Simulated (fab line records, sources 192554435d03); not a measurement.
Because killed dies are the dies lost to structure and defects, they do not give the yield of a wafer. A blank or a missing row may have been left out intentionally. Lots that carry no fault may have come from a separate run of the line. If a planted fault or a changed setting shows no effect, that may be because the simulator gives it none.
Matching of chambers	flow n5Finfet	4 sister chambers for N5_HKMG_FIN_ETCH_54 on rieDiel-03
The step etches SiARC in CF4, target depth 45.5 nm, time 75.8 s. 8 wafers are shown with their chamber, then 9 later ones without.

== WAFERS WITH THEIR CHAMBER ==
wafer	chamber	drypumpMotorCurrentA (A)	showerheadPlenumPTorr (Torr)
L083.2	3	5.6	2.24
L083.5	1	5.1	2.29
L086.1	0	6.3	2.22
L086.4	2	6.0	2.06
L086.5	0	6.3	2.22
L092.2	2	6.0	2.06
L092.4	3	5.6	2.23
L092.5	1	5.2	2.28

== WAFERS WITH NO CHAMBER GIVEN ==
wafer	drypumpMotorCurrentA (A)	showerheadPlenumPTorr (Torr)
L093.1	5.6	2.23
L093.5	6.3	2.21
L093.6	5.6	2.23
L096.2	6.3	2.21
L096.4	5.6	2.22
L096.6	5.6	2.23
L097.2	5.2	2.28
L097.3	5.6	2.22
L097.4	6.0	2.05

== CHAMBER TAKEN BY EACH ==
wafer	from the rows above	in truth
L093.1	3	3
L093.5	0	0
L093.6	3	3
L096.2	0	0
L096.4	3	3
L096.6	3	3
L097.2	1	1
L097.3	3	3
L097.4	2	2
Placed correctly: 9 of 9. Left unplaced by these rows: 0. Number placed wrongly: 0.
How it was worked out, from the rows above alone: a wafer's distance from a chamber is the root of the sum, over the readings, of the square of ((its reading less the chamber's mean) divided by the reading's scatter). The wafer belongs to the nearest chamber; if the next one is less than 2 further off, it can't be placed. The mean given for a chamber averages the wafers shown for that chamber. How the scatter is found: for the shown wafers, subtract from each reading the mean of its chamber, square and add these, divide the total by (wafers less chambers), then take the root.
